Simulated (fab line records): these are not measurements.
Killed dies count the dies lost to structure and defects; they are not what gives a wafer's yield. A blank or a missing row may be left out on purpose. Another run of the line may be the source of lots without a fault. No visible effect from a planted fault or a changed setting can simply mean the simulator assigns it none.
Which of the tools did it? -- flow n5 finfet -- Sampling: 20 lots, 60 wafers, 6 of 1938 route steps

== WHAT THE GAUGES SHOWED, per wafer ==
The record holds no reading of a measuring or inspecting step that can be judged against a usual standard deviation.

== EACH LOT AND THE TOOL THAT RAN IT (in order: tool; ch and the chambers of the sampled wafers; start) ==
lot,N5_BEOL_M0_SAQP_RECESS_104,N5_BEOL_M0_SAQP_ETCH_107,N5_BEOL_M0_TRENCH_ETCH_107,N5_BEOL_M0_ETCH_109,N5_BEOL_M0_ANNEAL_119,N5_BEOL_M1_DESCUM_16
L074,"vapor etch-02 ch 0,1, day 5 15:06","rie diel-03 ch 0,1, day 5 15:29","rie diel-02 ch 2,3, day 5 22:55","rie diel-02 ch 0,1,3, day 5 23:08","rtp anneal-02 ch 0, day 6 02:23","rie diel-05 ch 1,2,3, day 6 04:34"
L075,"vapor etch-02 ch 0,1, day 5 19:56","rie diel-03 ch 0,1, day 5 20:36","rie diel-04 ch 1,2,3, day 6 03:01","rie diel-01 ch 1,3, day 6 03:31","rtp anneal-01 ch 0, day 6 05:16","rie diel-03 ch 1,2,3, day 6 08:36"
L076,"vapor etch-02 ch 0,1, day 6 01:37","rie diel-03 ch 0,1,2, day 6 02:08","rie diel-01 ch 0,1, day 6 08:34","rie diel-01 ch 1,3, day 6 08:47","rtp anneal-01 ch 0, day 6 11:58","rie diel-06 ch 0,1,2, day 6 14:24"
L078,"vapor etch-01 ch 0,1, day 6 11:30","rie diel-03 ch 0,2,3, day 6 12:00","rie diel-01 ch 0,1, day 6 16:47","rie diel-04 ch 1,2,3, day 6 17:00","rtp anneal-01 ch 0, day 6 19:51","rie diel-05 ch 2,3, day 6 23:28"
L080,"vapor etch-01 ch 0,1, day 7 04:56","rie diel-06 ch 2,3, day 7 05:33","rie diel-02 ch 0,2,3, day 7 11:04","rie diel-02 ch 0,2, day 7 11:16","rtp anneal-02 ch 0, day 7 14:51","rie diel-03 ch 1,2,3, day 7 19:15"
L081,"vapor etch-01 ch 0,1, day 7 08:35","rie diel-06 ch 0,1,2, day 7 09:12","rie diel-01 ch 0,1, day 7 15:04","rie diel-01 ch 0,2,3, day 7 15:17","rtp anneal-02 ch 0, day 7 19:15","rie diel-05 ch 0,3, day 7 21:08"
L082,"vapor etch-02 ch 0,1, day 7 12:31","rie diel-06 ch 0,2,3, day 7 13:01","rie diel-04 ch 2,3, day 7 19:17","rie diel-04 ch 1,3, day 7 19:31","rtp anneal-01 ch 0, day 7 22:19","rie diel-05 ch 2,3, day 8 00:17"
L083,"vapor etch-02 ch 0,1, day 7 22:46","rie diel-05 ch 0,3, day 7 23:23","rie diel-01 ch 2,3, day 8 05:01","rie diel-04 ch 0,1,2, day 8 05:49","rtp anneal-01 ch 0, day 8 09:27","rie diel-03 ch 1,2, day 8 12:38"
L085,"vapor etch-02 ch 0,1, day 8 07:07","rie diel-06 ch 0,3, day 8 07:40","rie diel-01 ch 0,3, day 8 13:33","rie diel-01 ch 1,2,3, day 8 13:46","rtp anneal-02 ch 0, day 8 16:19","rie diel-06 ch 1,2, day 8 20:08"
L086,"vapor etch-02 ch 0,1, day 8 17:14","rie diel-03 ch 0,2,3, day 8 17:38","rie diel-04 ch 0,2, day 8 23:05","rie diel-01 ch 0,2,3, day 8 23:49","rtp anneal-02 ch 0, day 9 02:16","rie diel-06 ch 0,1,2, day 9 04:05"
L087,"vapor etch-01 ch 0,1, day 9 05:35","rie diel-06 ch 1,2, day 9 06:03","rie diel-02 ch 1,2, day 9 10:45","rie diel-02 ch 1,2, day 9 10:58","rtp anneal-01 ch 0, day 9 13:09","rie diel-03 ch 0,1,2, day 9 15:56"
L088,"vapor etch-02 ch 0,1, day 9 06:52","rie diel-05 ch 1,2, day 9 07:23","rie diel-02 ch 0,1,2, day 9 13:22","rie diel-02 ch 0,1,2, day 9 13:35","rtp anneal-01 ch 0, day 9 15:32","rie diel-03 ch 0,2,3, day 9 20:06"
L089,"vapor etch-02 ch 0,1, day 9 07:21","rie diel-03 ch 0,1,2, day 9 07:53","rie diel-04 ch 0,2,3, day 9 13:00","rie diel-02 ch 0,1,2, day 9 13:30","rtp anneal-02 ch 0, day 9 15:19","rie diel-03 ch 1,2,3, day 9 19:45"
L090,"vapor etch-02 ch 0,1, day 9 13:10","rie diel-06 ch 1,2,3, day 9 13:42","rie diel-01 ch 0,2,3, day 9 18:50","rie diel-02 ch 0,2,3, day 9 19:02","rtp anneal-01 ch 0, day 10 00:36","rie diel-05 ch 0,1,3, day 10 03:22"
L091,"vapor etch-02 ch 0,1, day 9 16:26","rie diel-06 ch 0,2,3, day 9 16:49","rie diel-04 ch 0,3, day 9 23:10","rie diel-01 ch 1,2, day 9 23:24","rtp anneal-02 ch 0, day 10 02:43","rie diel-06 ch 0,3, day 10 06:39"
L093,"vapor etch-02 ch 0,1, day 10 05:26","rie diel-03 ch 0,1,3, day 10 06:07","rie diel-02 ch 0,1,2, day 10 13:03","rie diel-04 ch 0,2,3, day 10 13:52","rtp anneal-01 ch 0, day 10 15:19","rie diel-06 ch 1,3, day 10 17:25"
L094,"vapor etch-02 ch 0,1, day 10 09:05","rie diel-06 ch 0,1,3, day 10 09:35","rie diel-04 ch 0,2,3, day 10 15:47","rie diel-02 ch 0,1,2, day 10 16:32","rtp anneal-01 ch 0, day 10 18:16","rie diel-05 ch 1,2,3, day 10 21:04"
L095,"vapor etch-02 ch 0,1, day 10 20:23","rie diel-06 ch 0,2, day 10 21:05","rie diel-04 ch 1,2, day 11 02:59","rie diel-04 ch 0,3, day 11 03:13","rtp anneal-02 ch 0, day 11 05:03","rie diel-03 ch 0,1,2, day 11 08:05"
L096,"vapor etch-01 ch 0,1, day 11 06:42","rie diel-05 ch 1,2,3, day 11 07:17","rie diel-02 ch 0,1,3, day 11 14:56","rie diel-04 ch 0,1,3, day 11 15:19","rtp anneal-01 ch 0, day 11 19:10","rie diel-05 ch 0,2, day 11 22:20"
L097,"vapor etch-02 ch 0,1, day 11 11:12","rie diel-06 ch 0,2,3, day 11 11:44","rie diel-02 ch 0,1,3, day 11 18:43","rie diel-04 ch 0,1,3, day 11 19:16","rtp anneal-01 ch 0, day 11 22:08","rie diel-03 ch 0,2,3, day 12 00:25"
- N5_BEOL_M0_SAQP_RECESS_104: chemistry HF/NH3, target SiO2, target depth 18 nm, afs cycles 3, sublimation time 60 s.
- N5_BEOL_M0_SAQP_ETCH_107: etches SiNx in CH3F/O2, target depth 30 nm.
- N5_BEOL_M0_TRENCH_ETCH_107: etches SiOC in C4F6/O2, target depth 32.8 nm, time 16.4 s.
- N5_BEOL_M0_ETCH_109: etches SiCN in CH3F/O2, target depth 8 nm, overetch 2.4 nm, time 27.4 s.
- N5_BEOL_M0_ANNEAL_119: time 90 s.
- N5_BEOL_M1_DESCUM_16: chemistry O2, time 7 s.

== AS READ BY THE TOOLS THEMSELVES (means over the sampled wafers that have a number; for cases with no such wafer, the mark the record gives instead) ==
N5_BEOL_M0_SAQP_RECESS_104.
lot,tool,drypump motor current A (A),foreline p Torr (Torr)
L074,vapor etch-02,5.9,0.1281
L075,vapor etch-02,5.5,0.1278
L076,vapor etch-02,5.4,0.1280
L078,vapor etch-01,5.5,0.1283
L080,vapor etch-01,5.7,0.1276
L081,vapor etch-01,5.7,0.1280
L082,vapor etch-02,5.4,0.1284
L083,vapor etch-02,5.4,0.1276
L085,vapor etch-02,5.5,0.1279
L086,vapor etch-02,5.9,0.1282
L087,vapor etch-01,5.5,0.1283
L088,vapor etch-02,5.4,0.1281
L089,vapor etch-02,6.0,0.1278
L090,vapor etch-02,5.9,0.1282
L091,vapor etch-02,5.4,0.1279
L093,vapor etch-02,6.0,0.1280
L094,vapor etch-02,5.4,0.1279
L095,vapor etch-02,5.9,0.1278
L096,vapor etch-01,5.7,0.1279
L097,vapor etch-02,5.4,0.1283

N5_BEOL_M0_SAQP_ETCH_107.
lot,tool,O2_flow_sccm (sccm),drypump motor current A (A),oes product au (a.u.),rf vpp V (V),showerhead plenum p Torr (Torr),throttle valve pct (%)
L074,rie diel-03,19.94,5.5,0.82,299,1.98,16.12
L075,rie diel-03,19.99,5.4,0.82,298,1.98,16.13
L076,rie diel-03,19.94,5.6,0.82,297,1.96,16.09
L078,rie diel-03,19.99,5.6,0.79,300,2.01,16.18
L080,rie diel-06,20.02,5.8,0.76,301,2.07,16.42
L081,rie diel-06,19.98,5.8,0.79,297,1.98,16.35
L082,rie diel-06,20.00,5.9,0.76,299,2.06,16.36
L083,rie diel-05,20.01,5.9,0.75,298,1.99,16.35
L085,rie diel-06,19.96,5.8,0.75,303,2.08,16.23
L086,rie diel-03,19.98,5.6,0.77,298,2.00,16.20
L087,rie diel-06,19.99,5.7,0.80,296,1.90,16.45
L088,rie diel-05,19.99,5.9,0.91,301,1.99,16.17
L089,rie diel-03,19.95,5.7,0.80,296,1.95,16.14
L090,rie diel-06,19.96,5.7,0.77,297,1.98,16.45
L091,rie diel-06,20.04,5.9,0.74,299,2.06,16.39
L093,rie diel-03,19.99,5.3,0.80,294,2.02,16.24
L094,rie diel-06,20.05,5.7,0.76,301,1.99,16.33
L095,rie diel-06,20.03,5.9,0.75,297,2.05,16.30
L096,rie diel-05,19.99,5.8,0.83,300,2.00,16.26
L097,rie diel-06,20.02,5.9,0.74,299,2.05,16.40

N5_BEOL_M0_TRENCH_ETCH_107.
lot,tool,C4F6_flow_sccm (sccm),O2_flow_sccm (sccm),drypump motor current A (A),oes product au (a.u.),rf vpp V (V),showerhead plenum p Torr (Torr),throttle valve pct (%)
L074,rie diel-02,9.995,10.01,5.7,0.70,659,2.87,20.88
L075,rie diel-04,10.026,10.02,6.0,0.79,652,2.87,20.83
L076,rie diel-01,10.038,10.00,5.0,0.74,676,2.82,20.95
L078,rie diel-01,9.977,9.99,5.0,0.73,676,2.82,20.96
L080,rie diel-02,9.988,10.00,5.6,0.71,655,2.83,20.91
L081,rie diel-01,10.004,9.99,5.2,0.71,675,2.81,20.96
L082,rie diel-04,9.974,10.00,5.8,0.82,657,2.82,20.78
L083,rie diel-01,9.985,9.97,5.9,0.88,675,3.02,20.72
L085,rie diel-01,10.002,9.99,4.9,0.81,664,2.94,20.68
L086,rie diel-04,10.023,10.01,5.7,0.89,671,2.93,20.60
L087,rie diel-02,9.958,10.04,5.8,0.72,649,2.71,21.02
L088,rie diel-02,10.047,10.00,5.6,0.72,654,2.76,20.91
L089,rie diel-04,9.989,9.99,5.8,0.83,665,2.88,20.71
L090,rie diel-01,9.981,9.99,5.4,0.80,672,2.95,20.80
L091,rie diel-04,9.977,9.95,5.7,0.85,673,2.95,20.63
L093,rie diel-02,10.025,9.98,5.6,0.73,654,2.76,20.94
L094,rie diel-04,10.007,10.01,5.7,0.81,664,2.88,20.74
L095,rie diel-04,9.997,10.02,6.2,0.73,646,2.87,20.93
L096,rie diel-02,10.019,10.01,5.6,0.82,662,2.84,20.71
L097,rie diel-02,9.999,9.99,5.6,0.81,662,2.84,20.72

N5_BEOL_M0_ETCH_109.
lot,tool,O2_flow_sccm (sccm),drypump motor current A (A),oes product au (a.u.),rf vpp V (V),showerhead plenum p Torr (Torr),throttle valve pct (%)
L074,rie diel-02,20.02,5.5,0.65,297.3,2.01,16.22
L075,rie diel-01,20.03,5.2,0.65,298.3,2.01,16.29
L076,rie diel-01,20.01,5.2,0.64,298.2,2.01,16.31
L078,rie diel-04,20.01,6.0,0.67,297.5,2.01,16.30
L080,rie diel-02,20.03,5.7,0.61,295.7,1.93,16.49
L081,rie diel-01,19.96,5.4,0.71,299.3,2.08,16.19
L082,rie diel-04,20.00,6.2,0.62,297.4,2.04,16.43
L083,rie diel-04,19.91,6.0,0.72,298.3,2.04,16.21
L085,rie diel-01,19.93,5.5,0.69,299.1,2.07,16.23
L086,rie diel-01,20.00,5.4,0.70,299.1,2.08,16.22
L087,rie diel-02,20.02,5.8,0.63,295.3,1.90,16.52
L088,rie diel-02,20.03,5.6,0.62,296.6,1.94,16.39
L089,rie diel-02,19.97,5.6,0.62,296.0,1.94,16.39
L090,rie diel-02,20.01,5.6,0.60,297.8,1.99,16.41
L091,rie diel-01,20.02,6.0,0.75,298.4,2.07,16.15
L093,rie diel-04,19.98,5.8,0.70,297.8,2.02,16.16
L094,rie diel-02,20.01,5.6,0.61,296.3,1.94,16.41
L095,rie diel-04,19.95,5.8,0.66,297.3,2.03,16.22
L096,rie diel-04,20.10,6.0,0.66,298.3,2.05,16.29
L097,rie diel-04,20.04,6.0,0.66,298.2,2.05,16.29

N5_BEOL_M0_ANNEAL_119.
lot,tool,anneal temp c (C),wafer_temp_C_max
L074,rtp anneal-02,225.12,226.5
L075,rtp anneal-01,224.87,225.9
L076,rtp anneal-01,225.30,225.8
L078,rtp anneal-01,225.12,225.8
L080,rtp anneal-02,225.11,226.2
L081,rtp anneal-02,225.17,226.2
L082,rtp anneal-01,224.67,226.2
L083,rtp anneal-01,224.91,226.2
L085,rtp anneal-02,225.01,226.0
L086,rtp anneal-02,224.90,226.4
L087,rtp anneal-01,225.27,226.1
L088,rtp anneal-01,225.03,225.8
L089,rtp anneal-02,225.22,226.0
L090,rtp anneal-01,224.95,225.9
L091,rtp anneal-02,225.23,226.2
L093,rtp anneal-01,224.98,225.9
L094,rtp anneal-01,225.15,225.8
L095,rtp anneal-02,224.89,226.2
L096,rtp anneal-01,225.10,226.0
L097,rtp anneal-01,224.78,225.5

N5_BEOL_M1_DESCUM_16.
lot,tool,drypump motor current A (A),oes product au (a.u.),rf vpp V (V),showerhead plenum p Torr (Torr),throttle valve pct (%)
L074,rie diel-05,5.8,0.79,243.9,2.10,20.39
L075,rie diel-03,5.5,0.85,242.0,2.08,20.15
L076,rie diel-06,5.8,0.79,243.0,2.08,20.43
L078,rie diel-05,5.3,0.85,243.4,2.12,20.28
L080,rie diel-03,5.6,0.83,243.1,2.08,20.18
L081,rie diel-05,5.9,0.75,243.0,2.10,20.49
L082,rie diel-05,5.7,0.81,243.8,2.12,20.37
L083,rie diel-03,5.9,0.80,241.4,2.01,20.08
L085,rie diel-06,5.8,0.78,242.4,2.06,20.63
L086,rie diel-06,5.8,0.77,243.3,2.07,20.46
L087,rie diel-03,5.7,0.79,243.6,2.04,20.17
L088,rie diel-03,5.5,0.77,243.8,2.09,20.25
L089,rie diel-03,5.5,0.81,242.7,2.07,20.19
L090,rie diel-05,6.1,0.79,242.7,2.08,20.44
L091,rie diel-06,5.8,0.74,244.5,2.16,20.23
L093,rie diel-06,5.7,0.74,243.5,2.08,20.37
L094,rie diel-05,5.8,0.83,242.5,2.09,20.33
L095,rie diel-03,5.7,0.78,242.7,2.03,20.19
L096,rie diel-05,5.1,0.78,243.5,2.10,20.40
L097,rie diel-03,5.6,0.76,242.7,2.09,20.27

== THE ANSWER, worked out from the rows above alone ==
Rule: usual is defined by the lots themselves. The widest of any qualifying gaps counts: lots, ordered by their means at a reading, are off when they make up no more than a third of the lots, leave a main group of 4 or more, and stand apart from it by 3 or more times the standard deviation of that group's means. If all means in a main group match to the digits the tables above print for the reading, that group is not used. Also off: a lot with no number at a reading for which 4 or more lots have one. Any other lot the step has rows for is counted as sound. First the gauges in route order, then the tools' own readings, where a lot's mean is used as printed above. At the first step where some lot is off, the reading lying furthest off is the one used; lots without a number count as furthest.
Nothing can be told from this: no lot is off at any reading shown.

== WHAT THE SIMULATOR HAD PUT IN ==
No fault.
